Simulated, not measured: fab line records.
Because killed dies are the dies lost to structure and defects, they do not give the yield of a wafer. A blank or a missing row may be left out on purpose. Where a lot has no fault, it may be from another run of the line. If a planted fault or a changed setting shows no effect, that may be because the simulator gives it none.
Chamber matching    flow n5 finfet    N5_BEOL_M11_CURE_71 on uv cure-03: 3 sister chambers
The step cures SiCOH lowk, time 240 s. 6 wafers are shown with their chamber, then 9 later ones without.

## EACH WAFER AND ITS CHAMBER
wafer   chamber  wafer_temp_C_max  lamp power pct (%)
L082.2  0        386.4             52.38
L082.6  0        386.6             52.31
L088.5  2        385.8             52.33
L088.6  2        385.7             52.26
L093.2  1        386.2             52.38
L093.3  1        386.4             52.33

## WAFERS MISSING THEIR CHAMBER
wafer   wafer_temp_C_max  lamp power pct (%)
L093.4  387.0             52.32
L093.5  386.7             52.25
L093.6  386.5             52.32
L094.1  386.5             52.35
L094.2  386.1             52.36
L094.5  386.3             52.23
L097.1  386.8             52.27
L097.3  386.4             52.32
L097.6  386.5             52.43

## EACH ONE'S CHAMBER
wafer   from the rows above           in truth
L093.4  can't be placed: 0 or 1       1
L093.5  can't be placed: 0 or 1       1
L093.6  can't be placed: 0 or 1       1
L094.1  can't be placed: 0 or 1       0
L094.2  can't be placed: 1 or 2 or 0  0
L094.5  can't be placed: 1 or 0 or 2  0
L097.1  can't be placed: 0 or 1       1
L097.3  can't be placed: 0 or 1       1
L097.6  can't be placed: 0 or 1       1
Correct placement for 0 of the 9. These rows do not allow placing 9 (true chamber among the candidates in 9). Number placed wrongly: 0.
How it was worked out, from the rows above alone: a wafer's distance from a chamber is the root of the sum, over the readings, of the square of ((its reading less the chamber's mean) divided by the reading's scatter). The wafer belongs to the nearest chamber; if the next one is less than 2 further off, it can't be placed. A chamber's mean is the mean of its shown wafers. How the scatter is found: for the shown wafers, subtract from each reading the mean of its chamber, square and add these, divide the total by (wafers less chambers), then take the root.
